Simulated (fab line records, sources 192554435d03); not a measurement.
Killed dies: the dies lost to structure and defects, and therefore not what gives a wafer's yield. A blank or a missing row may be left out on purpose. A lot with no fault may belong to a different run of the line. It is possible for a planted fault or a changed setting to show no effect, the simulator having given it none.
Matching of chambers	flow n5 finfet	N5_FIN_SAQP_ETCH_69 on rie diel-02 has 4 sister chambers
The step etches SOC in N2/H2, stops on SiNx, target depth 150 nm. 4 wafers are shown with their chamber, then 11 later ones without.

WAFERS WITH THEIR CHAMBER
wafer	chamber	drypump motor current A (A)
L088.6	1	5.8
L091.3	0	5.9
L091.6	3	5.4
L092.3	2	6.8

WAFERS MISSING THEIR CHAMBER
wafer	drypump motor current A (A)
L092.5	5.8
L092.6	5.9
L094.1	5.8
L094.2	5.9
L094.4	6.7
L095.2	6.7
L095.4	5.4
L095.6	5.9
L096.2	5.9
L096.3	5.8
L096.5	5.9

WHICH CHAMBER EACH ONE RAN IN
wafer	from the rows above	in truth
L092.5	1	1
L092.6	0	0
L094.1	1	1
L094.2	0	0
L094.4	2	2
L095.2	2	2
L095.4	3	3
L095.6	0	0
L096.2	0	0
L096.3	1	1
L096.5	0	0
Placed correctly: 11 of 11. Number that these rows cannot place: 0. Number placed wrongly: 0.
How it was worked out, from the rows above alone: a wafer's distance from a chamber is the root of the sum, over the readings, of the square of ((its reading less the chamber's mean) divided by the reading's scatter). The wafer belongs to the nearest chamber; if the next one is less than 2 further off, it can't be placed. Each chamber's mean is taken over the wafers shown for it. The scatter (one wafer shown for each chamber): square how far every hidden wafer sits from the nearest shown wafer, average those squares and take the square root.
